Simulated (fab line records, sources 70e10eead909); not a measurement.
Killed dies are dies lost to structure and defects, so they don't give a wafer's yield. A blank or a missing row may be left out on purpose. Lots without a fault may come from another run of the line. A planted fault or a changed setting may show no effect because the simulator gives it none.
Chamber matching | flow nand_harc | NHARC_A_CONTACT_ALD_18 on ald_metal-04: 4 sister chambers
The step deposits TiN, target thk 3 nm, pulse time 1 s, ald cycles 150. 4 wafers are shown with their chamber, then 7 later ones without.

WAFERS WITH THEIR CHAMBER
wafer  | chamber | heater_power_w (W)
L081.6 | 3       | 1035
L086.6 | 0       | 1156
L088.2 | 1       | 1100
L088.4 | 2       | 989

WAFERS WITHOUT THEIR CHAMBER
wafer  | heater_power_w (W)
L088.5 | 1206
L093.1 | 1028
L093.2 | 995
L093.4 | 1120
L094.2 | 1217
L094.5 | 1078
L094.6 | 1242

WHICH CHAMBER EACH WENT THROUGH
wafer  | from the rows above               | in truth
L088.5 | can't be placed: 0 or 1           | 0
L093.1 | can't be placed: 3 or 2 or 1      | 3
L093.2 | can't be placed: 2 or 3           | 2
L093.4 | can't be placed: 1 or 0 or 3      | 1
L094.2 | can't be placed: 0 or 1           | 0
L094.5 | can't be placed: 1 or 3 or 0 or 2 | 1
L094.6 | can't be placed: 0 or 1           | 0
Placed correctly: 0 of 7. Can't be placed from these rows: 7 (the true chamber is among the candidates in 7). Placed wrongly: 0.
How it was worked out, from the rows above alone: a wafer's distance from a chamber is the root of the sum, over the readings, of the square of ((its reading less the chamber's mean) divided by the reading's scatter). The wafer belongs to the nearest chamber; if the next one is less than 2 further off, it can't be placed. A chamber's mean is the mean of its shown wafers. The scatter: with one shown wafer a chamber, the root of the mean of the squares of how far each hidden wafer lies from its nearest shown one.
